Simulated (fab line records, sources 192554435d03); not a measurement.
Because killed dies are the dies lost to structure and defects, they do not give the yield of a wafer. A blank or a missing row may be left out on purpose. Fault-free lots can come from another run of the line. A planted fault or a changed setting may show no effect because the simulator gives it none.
A struck lot beside a sound one -- flow n5-finfet -- 15 steps out of a route of 1938
Sound: wafers L869.3, L869.5, L869.6. Struck: wafers L868.1, L868.6. (L868.5 of the same lot was not struck and is left out.) The cause comes at the end.
Order at every step that has rows: each side's tool, ch and its chambers, its first start. Under that, the readings that differ: sound wafers -- struck wafers -- difference of the means -- sigmas: that difference in standard deviations of wafers without a fault.
alike: words and numbers the same on both sides, and readings whose means are apart by under 2 such deviations; not compared: readings that were withheld, readings missing a value for some wafer, numbers with overlapping values and no deviation given by the record, and bounds like >300 which may hide the same value.
The two part at a step that has a row with sigmas, a row that says differs or no value, or rows on one side only. Non-overlapping numbers with no deviation appear without sigmas and do not part them. A reading that every wafer of one side lacks parts them only if that side has two wafers or more.

first, 8 steps without rows for these wafers: N5_BEOL_M12_COAT_58 (time 60 s, resist thk 89 nm); N5_BEOL_M12_COAT_04 (resist thk 400 nm); N5_BEOL_M12_EBR_06; N5_BEOL_M12_SOFTBAKE_05 (time 60 s); N5_BEOL_M12_EXPOSE_07 (exposes mask V11); N5_BEOL_M12_PEB_08 (peb time 90 s); N5_BEOL_M12_DEVELOP_09 (develop time 45 s); N5_BEOL_M12_HARDBAKE_14 (time 120 s).
N5_BEOL_M12_CD_MEAS_10 targets a cd of 140 nm.
  sound on cd-sem-01 ch 0, day 12 00:39; struck on cd-sem-01 ch 0, day 12 15:53
  alike: cd-nm
N5_BEOL_M12_OVL_MEAS_11:
  sound on overlay-02 ch 0, day 12 00:41; struck on overlay-01 ch 0, day 12 15:55
  alike: V11_OVL
N5_BEOL_M12_INSPECT_12: inspects for defects (macro).
  sound: defect-inspect-01 at day 12 00:43; struck: defect-inspect-02 at day 12 15:57
  alike: raw-defect-count
N5_BEOL_M12_DESCUM_15: chemistry O2, time 7.9 s.
  sound on rie-diel-01 ch 1,2, day 12 00:46; struck on rie-diel-01 ch 0, day 12 15:59
reading,sound,struck,difference,sigmas
oes-product-au (a.u.),0.96 0.96 0.73,0.74 0.74,-0.14,-2
  alike: drypump-motor-current-A, o2-flow-sccm, rf-vpp-V, showerhead-plenum-p-Torr, throttle-valve-pct
  not compared: rf-hours-counter-h
N5_BEOL_M12_ETCH_59: etches BARC in N2/H2, target depth 89 nm, overetch 26.7 nm, time 67.9 s.
  sound on rie-diel-01 ch 1,2, day 12 00:48; struck on rie-diel-01 ch 0, day 12 16:01
reading,sound,struck,difference,sigmas
h2-flow-sccm (sccm),201.0 200.7 199.9,178.9 178.9,-21.6,-36
oes-product-au (a.u.),0.81 0.80 0.64,0.63 0.63,-0.12,-2
throttle-valve-pct (%),17.64 17.63 18.26,17.39 17.39,-0.45,-2
  alike: drypump-motor-current-A, rf-vpp-V, showerhead-plenum-p-Torr
  not compared: rf-hours-counter-h
N5_BEOL_M12_VIA_ETCH_16: etches SiOC in C4F8/O2/Ar, target depth 724.8 nm.
  sound on rie-diel-01 ch 1,2, day 12 00:51; struck on rie-diel-01 ch 0, day 12 16:04
reading,sound,struck,difference,sigmas
oes-product-au (a.u.),0.87 0.87 0.67,0.66 0.66,-0.14,-2
  alike: O2_flow_sccm, drypump-motor-current-A, rf-vpp-V, showerhead-plenum-p-Torr, throttle-valve-pct
following that, these wafers have no rows for 1 step: N5_PASSIVATION_PROBE_49.

WHERE THEY PART
Earliest at N5_BEOL_M12_DESCUM_15; latest, in this record, at N5_BEOL_M12_VIA_ETCH_16.

WHY: the cause the simulator had injected
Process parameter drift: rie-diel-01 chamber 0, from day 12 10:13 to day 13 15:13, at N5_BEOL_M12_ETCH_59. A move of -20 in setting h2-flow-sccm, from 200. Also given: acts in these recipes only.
